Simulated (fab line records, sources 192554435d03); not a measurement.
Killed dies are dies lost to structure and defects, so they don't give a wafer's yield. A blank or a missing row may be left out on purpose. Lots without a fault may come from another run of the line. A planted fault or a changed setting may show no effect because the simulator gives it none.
Which tool did it? | flow n5_finfet | 9 lots, 25 wafers sampled, at 5 steps of a route of 1938

WHAT THE GAUGES READ, wafer by wafer
N5_BEOL_M13_THK_MEAS_01.
lot  | measured     | on            | M13_ILD_THK (nm)
L588 | day 11 14:59 | film_metro-02 | 835 843
L593 | day 12 14:35 | film_metro-01 | 829 836 844
L599 | day 13 23:40 | film_metro-01 | 837 826 851
L600 | day 14 03:11 | film_metro-01 | 822 1206 849
L606 | day 15 04:32 | film_metro-01 | 1197 1227
L607 | day 15 11:44 | film_metro-02 | 841 851 843
L608 | day 16 04:02 | film_metro-01 | 836 841 838
L610 | day 16 16:12 | film_metro-02 | 826 821 846
L611 | day 16 19:58 | film_metro-02 | 842 851 853

WHICH TOOL RAN EACH LOT (tool, then ch and the chambers of the sampled wafers, then the start)
lot  | N5_BEOL_M12_ETCH_38                | N5_BEOL_M12_DEGAS_41         | N5_BEOL_M12_CMP_49            | N5_BEOL_M13_ILD_DEP_00
L588 | rie_diel-05 ch 3, day 11 13:11     | pvd_sputter-02, day 11 13:34 | cmp-03 ch 1,3, day 11 14:26   | pecvd-03 ch 0, day 11 14:50
L593 | rie_diel-03 ch 0,1,3, day 12 11:47 | pvd_sputter-03, day 12 12:13 | cmp-04 ch 0,1,3, day 12 13:57 | pecvd-02 ch 0,2, day 12 14:26
L599 | rie_diel-01 ch 0,3, day 13 21:45   | pvd_sputter-02, day 13 22:14 | cmp-02 ch 0,2, day 13 23:04   | pecvd-02 ch 1,2, day 13 23:31
L600 | rie_diel-03 ch 2,3, day 14 01:25   | pvd_sputter-02, day 14 01:46 | cmp-04 ch 0,3, day 14 02:34   | pecvd-02 ch 1,2, day 14 03:02
L606 | rie_diel-01 ch 0,3, day 15 02:21   | pvd_sputter-02, day 15 03:06 | cmp-04 ch 0,2, day 15 03:56   | pecvd-02 ch 0,1, day 15 04:23
L607 | rie_diel-03 ch 0,1, day 15 09:01   | pvd_sputter-02, day 15 10:17 | cmp-04 ch 0,2,3, day 15 11:11 | pecvd-04 ch 0,1, day 15 11:35
L608 | rie_diel-05 ch 1,2,3, day 16 00:22 | pvd_sputter-01, day 16 02:37 | cmp-03 ch 0,2,3, day 16 03:29 | pecvd-03 ch 0,1, day 16 03:53
L610 | rie_diel-03 ch 1,3, day 16 14:14   | pvd_sputter-03, day 16 14:43 | cmp-03 ch 0,1,3, day 16 15:34 | pecvd-03 ch 0,1,2, day 16 16:02
L611 | rie_diel-05 ch 2,3, day 16 17:59   | pvd_sputter-02, day 16 18:22 | cmp-03 ch 0,1, day 16 19:19   | pecvd-04 ch 0,1, day 16 19:49
- N5_BEOL_M12_ETCH_38: etches SiCN in CF4/N2, target depth 68.7 nm, time 73.4 s.
- N5_BEOL_M12_DEGAS_41: time 60 s.
- N5_BEOL_M12_CMP_49: polishes, stops on SiOC, t overpolish 20.6 s, target thk 320 nm.
- N5_BEOL_M13_ILD_DEP_00: deposits SiOC from DEMS/O2, target thk 837.92 nm, time 166.4 s.

WHAT THE TOOLS THEMSELVES READ (means of the sampled wafers that have a number; where no wafer has one, the mark that the record gives instead)
N5_BEOL_M12_ETCH_38.
lot  | tool        | cf4_flow_sccm (sccm) | drypump_motor_current_A (A) | oes_product_au (a.u.) | rf_vpp_V (V) | showerhead_plenum_p_Torr (Torr) | throttle_valve_pct (%)
L588 | rie_diel-05 | 59.91                | 6.5                         | 0.95                  | 385.5        | 2.35                            | 15.23
L593 | rie_diel-03 | 59.89                | 5.8                         | 0.76                  | 381.9        | 2.20                            | 15.29
L599 | rie_diel-01 | 59.86                | 5.8                         | 0.88                  | 380.6        | 2.17                            | 15.38
L600 | rie_diel-03 | 59.95                | 5.2                         | 0.72                  | 381.2        | 2.16                            | 15.34
L606 | rie_diel-01 | 60.24                | 5.8                         | 0.88                  | 381.0        | 2.16                            | 15.41
L607 | rie_diel-03 | 59.91                | 5.8                         | 0.75                  | 383.1        | 2.22                            | 15.38
L608 | rie_diel-05 | 59.94                | 5.7                         | 0.82                  | 384.4        | 2.28                            | 15.45
L610 | rie_diel-03 | 59.98                | 5.6                         | 0.75                  | 381.3        | 2.13                            | 15.26
L611 | rie_diel-05 | 59.98                | 5.6                         | 0.88                  | 384.3        | 2.28                            | 15.43

N5_BEOL_M12_DEGAS_41.
lot  | tool           | heater_power_w (W)
L588 | pvd_sputter-02 | 354
L593 | pvd_sputter-03 | 336
L599 | pvd_sputter-02 | 322
L600 | pvd_sputter-02 | 321
L606 | pvd_sputter-02 | 312
L607 | pvd_sputter-02 | 350
L608 | pvd_sputter-01 | 315
L610 | pvd_sputter-03 | 357
L611 | pvd_sputter-02 | 341

N5_BEOL_M12_CMP_49.
lot  | tool   | barrier_field_endpoint_s (s) | head_pressure_psi (psi) | motor_current_A (A) | overpolish_run_s (s)
L588 | cmp-03 | 30.3                         | 1.0035                  | 5.8                 | 20.602
L593 | cmp-04 | 31.4                         | 0.9993                  | 5.7                 | 20.592
L599 | cmp-02 | 30.7                         | 1.0006                  | 6.6                 | 20.599
L600 | cmp-04 | 30.8                         | 0.9979                  | 5.6                 | 20.599
L606 | cmp-04 | 31.2                         | 0.9983                  | 6.1                 | 20.602
L607 | cmp-04 | 30.3                         | 0.9995                  | 6.1                 | 20.602
L608 | cmp-03 | 30.6                         | 0.9985                  | 5.6                 | 20.593
L610 | cmp-03 | 30.0                         | 1.0006                  | 5.5                 | 20.602
L611 | cmp-03 | 30.1                         | 0.9983                  | 5.3                 | 20.600

N5_BEOL_M13_ILD_DEP_00.
lot  | tool     | heater_power_outer_w (W) | heater_power_w (W) | run_length_s (s) | showerhead_plenum_p_Torr (Torr) | showerhead_vpp_V (V) | throttle_valve_pct (%)
L588 | pecvd-03 | 304                      | 576                | 210.7            | 5.689                           | 1410                 | 12.0
L593 | pecvd-02 | 225                      | 456                | 210.9            | 5.699                           | 1444                 | 12.4
L599 | pecvd-02 | 234                      | 471                | 211.5            | 5.706                           | 1419                 | 11.6
L600 | pecvd-02 | 228                      | 452                | 236.6            | 5.711                           | 1417                 | 11.3
L606 | pecvd-02 | 318                      | 564                | 286.6            | 5.699                           | 1467                 | 12.1
L607 | pecvd-04 | 265                      | 499                | 210.8            | 5.703                           | 1501                 | 12.4
L608 | pecvd-03 | 297                      | 534                | 211.1            | 5.706                           | 1392                 | 12.1
L610 | pecvd-03 | 256                      | 501                | 211.2            | 5.689                           | 1383                 | 11.8
L611 | pecvd-04 | 298                      | 537                | 210.5            | 5.703                           | 1504                 | 12.0

THE ANSWER, worked out from the rows above alone
Rule: what is usual is taken from the lots themselves. Put in order of their means at a reading, lots are off if they are a third of the lots or fewer, leave a main group of 4 or more, and stand apart from it by a gap of 3 or more times the standard deviation of the main group's means; of several such gaps the widest counts. A main group whose means are all the same, to the digits that the tables above print for the reading, isn't used. A lot without any number at a reading at which 4 lots or more have one is off too. The other lots that the step has rows for count as sound. The gauges are gone through in route order, then the tools' own readings, and for those a lot's mean is taken as printed above. The first step at which some lot is off is used, and at that step the reading that is off furthest; a lot without a number counts as furthest.
Off: L600, L606, at N5_BEOL_M13_THK_MEAS_01 (M13_ILD_THK). The main group: mean 839 nm, standard deviation 5.4.
A tool fits if, at a process step before that reading, it ran every lot that is off, and no sound lot after the first of them. The gauges at N5_BEOL_M13_THK_MEAS_01 aren't tried: what is off there is off at N5_BEOL_M13_ILD_DEP_00 too, on other tools, and a gauge's error can't cause that. One fits: pecvd-02 at N5_BEOL_M13_ILD_DEP_00. Its last sound lot is L599 (day 13 23:31), its first lot that is off L600 (day 14 03:02): a fault that began between those two fits.
The tool's own readings at N5_BEOL_M13_ILD_DEP_00 bear it out: on the lots that are off they differ by more than 5 times the standard deviation of the sound lots' means. run_length_s reads 261.6 s there against 211.0 s on the sound lots.

WHAT THE SIMULATOR HAD PUT IN
Process parameter drift: pecvd-02, from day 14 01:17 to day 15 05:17, at N5_BEOL_M13_ILD_DEP_00. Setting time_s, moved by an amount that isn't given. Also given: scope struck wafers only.
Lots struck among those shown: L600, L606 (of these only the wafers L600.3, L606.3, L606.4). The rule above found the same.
